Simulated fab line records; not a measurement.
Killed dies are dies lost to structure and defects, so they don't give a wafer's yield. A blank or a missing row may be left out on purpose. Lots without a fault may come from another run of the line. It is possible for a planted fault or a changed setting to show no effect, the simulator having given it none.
Chamber matching | flow n5Finfet | N5_ZERO_LAYER_ETCH_17 on rieDiel-02: 4 sister chambers
The step etches SiO2 in CF4, target depth 12 nm, time 13.3 s. 8 wafers are shown with their chamber, then 7 later ones without.

EACH WAFER AND ITS CHAMBER
wafer  | chamber | showerheadPlenumPTorr (Torr) | drypumpMotorCurrentA (A)
L082.1 | 1       | 2.23                         | 5.7
L085.6 | 1       | 2.22                         | 5.7
L088.3 | 0       | 2.14                         | 6.5
L089.2 | 2       | 2.12                         | 5.9
L089.4 | 0       | 2.14                         | 6.6
L089.5 | 3       | 2.06                         | 6.6
L092.1 | 2       | 2.12                         | 5.8
L092.2 | 3       | 2.06                         | 6.5

WAFERS MISSING THEIR CHAMBER
wafer  | showerheadPlenumPTorr (Torr) | drypumpMotorCurrentA (A)
L092.3 | 2.22                         | 5.7
L093.1 | 2.12                         | 5.8
L093.2 | 2.06                         | 6.5
L093.4 | 2.14                         | 6.5
L097.2 | 2.12                         | 5.9
L097.4 | 2.22                         | 5.7
L097.6 | 2.22                         | 5.7

THE CHAMBER EACH PASSED THROUGH
wafer  | from the rows above | in truth
L092.3 | 1                   | 1
L093.1 | 2                   | 2
L093.2 | 3                   | 3
L093.4 | 0                   | 0
L097.2 | 2                   | 2
L097.4 | 1                   | 1
L097.6 | 1                   | 1
Placed correctly: 7 of 7. Can't be placed from these rows: 0. Placed wrongly: 0.
How it was worked out, from the rows above alone: a wafer's distance from a chamber is the root of the sum, over the readings, of the square of ((its reading less the chamber's mean) divided by the reading's scatter). If the next closest chamber is less than 2 further off than the closest, the wafer can't be placed; otherwise it belongs to the closest. A chamber's mean is the mean of its shown wafers. The scatter is the square root of a quotient: the sum, over the shown wafers, of each reading's squared deviation from its chamber's mean, divided by wafers minus chambers.
